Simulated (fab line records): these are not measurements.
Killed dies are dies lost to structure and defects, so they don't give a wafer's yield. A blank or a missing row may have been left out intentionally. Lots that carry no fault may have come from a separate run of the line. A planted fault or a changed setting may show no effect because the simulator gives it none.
Matching of chambers / flow n5Finfet / N5_BEOL_M7_ETCH_65 on rieDiel-02: 4 sister chambers
The step etches SiARC in CF4, target depth 15.6 nm, time 26 s. 8 wafers are shown with their chamber, then 10 later ones without.

WAFERS PAIRED WITH THEIR CHAMBERS
wafer=L079.4; chamber=3; drypumpMotorCurrentA (A)=5.1; throttleValvePct (%)=16.1
wafer=L083.2; chamber=3; drypumpMotorCurrentA (A)=5.1; throttleValvePct (%)=16.1
wafer=L085.5; chamber=1; drypumpMotorCurrentA (A)=5.9; throttleValvePct (%)=15.3
wafer=L085.6; chamber=2; drypumpMotorCurrentA (A)=5.8; throttleValvePct (%)=15.2
wafer=L091.4; chamber=2; drypumpMotorCurrentA (A)=5.7; throttleValvePct (%)=15.2
wafer=L091.6; chamber=0; drypumpMotorCurrentA (A)=6.0; throttleValvePct (%)=16.0
wafer=L092.2; chamber=0; drypumpMotorCurrentA (A)=6.0; throttleValvePct (%)=16.1
wafer=L092.5; chamber=1; drypumpMotorCurrentA (A)=5.9; throttleValvePct (%)=15.4

WAFERS WITHOUT THEIR CHAMBER
wafer=L092.6; drypumpMotorCurrentA (A)=6.0; throttleValvePct (%)=16.1
wafer=L094.4; drypumpMotorCurrentA (A)=5.9; throttleValvePct (%)=15.4
wafer=L094.5; drypumpMotorCurrentA (A)=5.9; throttleValvePct (%)=15.4
wafer=L094.6; drypumpMotorCurrentA (A)=5.8; throttleValvePct (%)=15.2
wafer=L095.1; drypumpMotorCurrentA (A)=5.7; throttleValvePct (%)=15.2
wafer=L095.5; drypumpMotorCurrentA (A)=6.0; throttleValvePct (%)=16.1
wafer=L095.6; drypumpMotorCurrentA (A)=5.0; throttleValvePct (%)=16.2
wafer=L096.1; drypumpMotorCurrentA (A)=5.9; throttleValvePct (%)=15.4
wafer=L096.2; drypumpMotorCurrentA (A)=5.1; throttleValvePct (%)=16.2
wafer=L096.3; drypumpMotorCurrentA (A)=6.0; throttleValvePct (%)=16.1

EACH ONE'S CHAMBER
wafer=L092.6; from the rows above=0; in truth=0
wafer=L094.4; from the rows above=1; in truth=1
wafer=L094.5; from the rows above=1; in truth=1
wafer=L094.6; from the rows above=2; in truth=2
wafer=L095.1; from the rows above=2; in truth=2
wafer=L095.5; from the rows above=0; in truth=0
wafer=L095.6; from the rows above=3; in truth=3
wafer=L096.1; from the rows above=1; in truth=1
wafer=L096.2; from the rows above=3; in truth=3
wafer=L096.3; from the rows above=0; in truth=0
Correct placement for 10 of the 10. Number that these rows cannot place: 0. Placed wrongly: 0.
How it was worked out, from the rows above alone: a wafer's distance from a chamber is the root of the sum, over the readings, of the square of ((its reading less the chamber's mean) divided by the reading's scatter). The wafer belongs to the nearest chamber; if the next one is less than 2 further off, it can't be placed. For every chamber, the mean is computed from those of its wafers that are shown. The scatter: take each reading less its chamber's mean, square it, sum over the shown wafers, divide by the number of wafers less the number of chambers, and take the root.
